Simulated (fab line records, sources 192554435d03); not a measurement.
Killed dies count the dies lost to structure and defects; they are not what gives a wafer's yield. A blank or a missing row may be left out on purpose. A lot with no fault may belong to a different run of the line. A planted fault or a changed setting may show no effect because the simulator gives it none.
Matching of chambers ; flow n5-finfet ; N5_SD_EPI_N_LINER_46 on ald-sin-03 has 4 sister chambers
The step material SiNx, target thk 3 nm. 18 wafers are shown with their chamber, then 9 later ones without.

## WAFERS PAIRED WITH THEIR CHAMBERS
wafer;chamber;heater-power-outer-w (W);heater-power-w (W);susceptor-temp-C (C)
L074.3;2;497;836;399.98
L074.4;0;518;777;399.94
L074.6;2;523;840;400.15
L079.2;3;615;951;400.33
L079.3;2;506;866;400.11
L079.6;0;504;796;399.99
L083.3;0;507;799;400.20
L083.4;2;508;859;399.81
L083.6;3;610;973;400.31
L084.1;1;553;898;400.34
L084.4;2;505;835;400.16
L084.6;2;514;846;400.07
L091.2;3;628;962;399.98
L091.4;0;504;805;400.05
L091.5;1;541;881;399.73
L092.1;0;504;796;399.94
L092.2;2;515;851;400.00
L092.5;1;558;910;400.18

SIGNATURES (averages over the wafers above)
reading;chamber 0;chamber 1;chamber 2;chamber 3;scatter within a chamber
heater-power-outer-w;507.40;550.67;509.71;617.67;8
heater-power-w;794.60;896.33;847.57;962.00;11.8
susceptor-temp-C;400.0240;400.0833;400.0400;400.2067;0.172
Rule: distance of a wafer from a chamber = root of the sum over the readings of ((wafer's reading minus chamber's mean) / reading's scatter) squared. The wafer belongs to the nearest chamber; if the next one is less than 2 further off, it can't be placed. How the scatter is found: for the shown wafers, subtract from each reading the mean of its chamber, square and add these, divide the total by (wafers less chambers), then take the root.

## WAFERS WHOSE CHAMBER IS MISSING
wafer;heater-power-outer-w (W);heater-power-w (W);susceptor-temp-C (C)
L093.2;540;893;399.72
L093.4;504;877;399.84
L093.5;521;803;399.93
L095.2;606;995;399.96
L095.3;512;796;399.93
L095.5;628;972;400.32
L097.2;517;874;400.11
L097.3;558;914;399.93
L097.5;576;899;399.87

## WHICH CHAMBER EACH ONE RAN IN
wafer;from the rows above;in truth
L093.2;1;1
L093.4;2;2
L093.5;0;0
L095.2;3;3
L095.3;0;0
L095.5;3;3
L097.2;2;2
L097.3;1;1
L097.5;1;1
Placed correctly: 9 of 9. Can't be placed from these rows: 0. Number placed wrongly: 0.
